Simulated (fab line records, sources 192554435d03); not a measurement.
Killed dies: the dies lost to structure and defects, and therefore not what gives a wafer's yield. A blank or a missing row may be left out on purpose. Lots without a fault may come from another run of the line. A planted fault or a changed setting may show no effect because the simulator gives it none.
What tool caused it? -- flow n5 finfet -- 32 wafers from 11 lots sampled at 5 of the route's 1938 steps

== WHAT THE GAUGES SHOWED, per wafer ==
N5_BEOL_M1_INSPECT_30: inspects for defects (brightfield). Usual: raw defect count reads 382 (standard deviation 85).
lot,measured,on,raw defect count,flag
L523,day 6 13:35,defect inspect-02,408 298 416,
L524,day 6 13:38,defect inspect-02,323 343 263,
L526,day 6 18:01,defect inspect-02,367 455 328,
L528,day 7 12:14,defect inspect-01,319 317 302,
L529,day 7 16:16,defect inspect-02,258 373 408,
L530,day 7 19:06,defect inspect-02,408 396 238,
L533,day 8 17:21,defect inspect-02,371 309 367,
L535,day 9 05:52,defect inspect-02,463 381 403,
L536,day 9 12:39,defect inspect-02,448 342 421,
L537,day 9 16:02,defect inspect-01,302 330,
L546,day 11 21:55,defect inspect-02,308 394 392,

N5_BEOL_M4_RC_MEAS_101. Usual: DIBL_N 36.3 mV/V, standard deviation 1.1; DIBL_P 36.3 mV/V, standard deviation 1.4; IOFF_N 0.155 nA/um, standard deviation 0.019; IOFF_P 0.211 nA/um, standard deviation 0.027; ION_N 672 uA/um, standard deviation 8.5; ION_P 462 uA/um, standard deviation 5.8; SS_N 71.5 mV/dec, standard deviation 0.56; SS_P 73.3 mV/dec, standard deviation 0.52; VT_N 249.9 mV, standard deviation 2.5; VT_P -249.8 mV, standard deviation 2.8.
lot,measured,on,DIBL_N (mV/V),DIBL_P (mV/V),IOFF_N (nA/um),IOFF_P (nA/um),ION_N (uA/um),ION_P (uA/um),SS_N (mV/dec),SS_P (mV/dec),VT_N (mV),VT_P (mV),flag
L523,day 9 04:07,prober-01,39.0 36.3 36.8,37.5 36.0 35.1,0.173 0.139 0.135,0.234 0.203 0.192,668 675 670,458 463 453,72.5 70.9 72.2,74.6 73.4 73.6,250.1 250.3 253.8,-247.6 -250.4 -255.3,
L524,day 9 18:11,prober-01,37.5 37.8 35.0,38.2 39.5 35.7,0.185 0.200 0.143,0.238 0.248 0.190,676 675 670,460 459 463,71.3 73.1 71.3,74.3 74.2 73.0,247.9 245.3 250.0,-248.6 -248.1 -251.1,
L526,day 10 03:50,prober-01,35.0 35.6 36.1,36.1 37.4 37.8,0.126 0.148 0.149,0.198 0.235 0.227,669 679 668,459 473 458,70.9 71.3 71.5,72.1 73.1 72.3,255.9 248.9 251.6,-249.1 -247.1 -248.8,
L528,day 11 10:13,prober-01,36.3 34.8 36.3,36.4 33.7 35.6,0.166 0.135 0.171,0.199 0.167 0.199,684 677 691,462 463 465,71.2 71.3 71.8,73.6 72.6 73.6,248.7 252.9 248.2,-252.6 -251.8 -250.2,
L529,day 11 17:12,prober-01,38.0 37.0 37.8,36.8 36.1 36.5,0.165 0.151 0.166,0.207 0.196 0.200,667 676 680,454 456 455,71.7 70.8 71.3,73.4 72.4 73.5,248.1 249.1 249.3,-253.2 -252.9 -253.1,
L530,day 13 01:34,prober-02,36.7 37.7 36.1,37.0 37.7 34.9,0.177 0.182 0.156,0.217 0.223 0.183,689 677 670,466 459 456,71.6 72.3 71.0,74.0 73.2 73.2,250.4 245.9 249.7,-248.3 -247.1 -251.6,
L533,day 14 10:34,prober-02,36.8 37.9 37.7,35.7 37.1 37.4,0.137 0.163 0.156,0.201 0.222 0.216,677 675 672,467 468 461,70.4 71.6 71.7,72.5 73.2 74.0,250.5 249.0 248.3,-250.7 -246.1 -251.8,
L535,day 14 23:47,prober-01,34.7 36.8 35.3,33.6 35.7 34.6,0.137 0.175 0.146,0.184 0.211 0.197,666 667 665,458 453 458,70.4 71.2 70.7,72.8 73.8 73.1,250.3 248.7 248.0,-251.3 -250.6 -250.7,
L536,day 15 10:38,prober-01,36.8 34.9 37.2,37.0 35.0 37.4,0.144 0.116 0.153,0.238 0.204 0.250,663 650 665,460 455 460,72.3 71.6 72.1,73.7 72.6 73.7,251.8 257.1 251.9,-247.6 -250.4 -248.8,
L537,day 15 19:30,prober-02,34.5 36.7,33.9 36.1,0.128 0.169,0.210 0.253,662 682,464 467,70.8 71.6,72.8 72.9,253.7 245.5,-245.9 -243.8,
L546,day 16 04:41,prober-02,37.2 38.7 37.2,36.6 36.8 35.6,0.171 0.196 0.161,0.241 0.250 0.223,678 671 674,467 461 464,72.2 72.8 71.9,73.7 73.2 73.3,251.6 246.3 247.5,-246.2 -246.9 -249.5,

== TOOL THAT RAN EACH LOT (tool first, then ch and the chambers of the sampled wafers, then the start) ==
lot,N5_BEOL_M1_CVD_47,N5_BEOL_M1_SPUTTER_48,N5_BEOL_M1_ANNEAL_82
L523,"cvd co-01 ch 0,1,2, day 6 16:11","pvd sputter-01, day 6 16:26","pvd sputter-01, day 6 16:57"
L524,"cvd co-02 ch 0,2, day 6 17:01","pvd sputter-03, day 6 17:16","pvd sputter-03, day 6 17:47"
L526,"cvd co-02 ch 0,1, day 7 15:30","pvd sputter-03, day 7 15:41","pvd sputter-03, day 7 16:12"
L528,"cvd co-02 ch 0,2, day 8 07:48","pvd sputter-02, day 8 07:58","pvd sputter-02, day 8 08:29"
L529,"cvd co-01 ch 1,2, day 8 11:16","pvd sputter-01, day 8 11:32","pvd sputter-01, day 8 12:04"
L530,"cvd co-01 ch 0,2, day 8 13:26","pvd sputter-03, day 8 13:39","pvd sputter-03, day 8 14:10"
L533,"cvd co-01 ch 0,1,2, day 9 01:28","pvd sputter-03, day 9 03:13","pvd sputter-03, day 9 03:44"
L535,"cvd co-01 ch 0,2, day 9 08:32","pvd sputter-03, day 9 08:42","pvd sputter-03, day 9 09:13"
L536,"cvd co-02 ch 0,2, day 9 16:24","pvd sputter-02, day 9 17:01","pvd sputter-02, day 9 17:32"
L537,"cvd co-02 ch 1,2, day 9 19:43","pvd sputter-02, day 9 19:52","pvd sputter-02, day 9 20:25"
L546,"cvd co-01 ch 1,2, day 13 09:35","pvd sputter-01, day 13 09:44","pvd sputter-01, day 13 10:16"
- N5_BEOL_M1_CVD_47: deposits Co from CCTBA/H2, target thk 3 nm, time 223.8 s.
- N5_BEOL_M1_SPUTTER_48: material Cu, target thk 4.5 nm, time 8.29 s.
- N5_BEOL_M1_ANNEAL_82: time 240 s.

== WHAT THE TOOLS THEMSELVES READ (means of the sampled wafers that have a number; where no wafer has one, the mark that the record gives instead) ==
N5_BEOL_M1_CVD_47. Usual: run length s reads 246.9 s (standard deviation 0.43).
lot,tool,run length s (s),flag
L523,cvd co-01,246.7,
L524,cvd co-02,247.0,
L526,cvd co-02,246.6,
L528,cvd co-02,247.0,
L529,cvd co-01,246.6,
L530,cvd co-01,246.6,
L533,cvd co-01,247.0,
L535,cvd co-01,246.9,
L536,cvd co-02,247.3,
L537,cvd co-02,247.4,
L546,cvd co-01,247.0,

N5_BEOL_M1_SPUTTER_48. Usual: throttle valve pct reads 29.4 % (standard deviation 1).
lot,tool,throttle valve pct (%),flag
L523,pvd sputter-01,31.0,
L524,pvd sputter-03,28.9,
L526,pvd sputter-03,28.5,
L528,pvd sputter-02,30.0,
L529,pvd sputter-01,29.9,
L530,pvd sputter-03,28.7,
L533,pvd sputter-03,28.7,
L535,pvd sputter-03,29.1,
L536,pvd sputter-02,29.4,
L537,pvd sputter-02,29.9,
L546,pvd sputter-01,29.6,

N5_BEOL_M1_ANNEAL_82. Usual: heater power w reads 803 W (standard deviation 76).
lot,tool,heater power w (W),flag
L523,pvd sputter-01,717,
L524,pvd sputter-03,895,
L526,pvd sputter-03,853,
L528,pvd sputter-02,834,
L529,pvd sputter-01,789,
L530,pvd sputter-03,798,
L533,pvd sputter-03,799,
L535,pvd sputter-03,876,
L536,pvd sputter-02,803,
L537,pvd sputter-02,852,
L546,pvd sputter-01,778,

== THE ANSWER, worked out from the rows above alone ==
Rule: lot off if the mean of its wafers having a number is beyond 3 standard deviations from the usual mean. A lot without any number at a reading at which 4 lots or more have one is off too. Any other lot the step has rows for is counted as sound. Order of review: gauges by route order, followed by the tools' own readings, for which a lot's mean as printed above is used. The first step at which some lot is off is used, and at that step the reading that is off furthest; a lot without a number counts as furthest.
Nothing can be told from this: no lot is off at any reading shown.

== WHAT THE SIMULATOR PUT IN ==
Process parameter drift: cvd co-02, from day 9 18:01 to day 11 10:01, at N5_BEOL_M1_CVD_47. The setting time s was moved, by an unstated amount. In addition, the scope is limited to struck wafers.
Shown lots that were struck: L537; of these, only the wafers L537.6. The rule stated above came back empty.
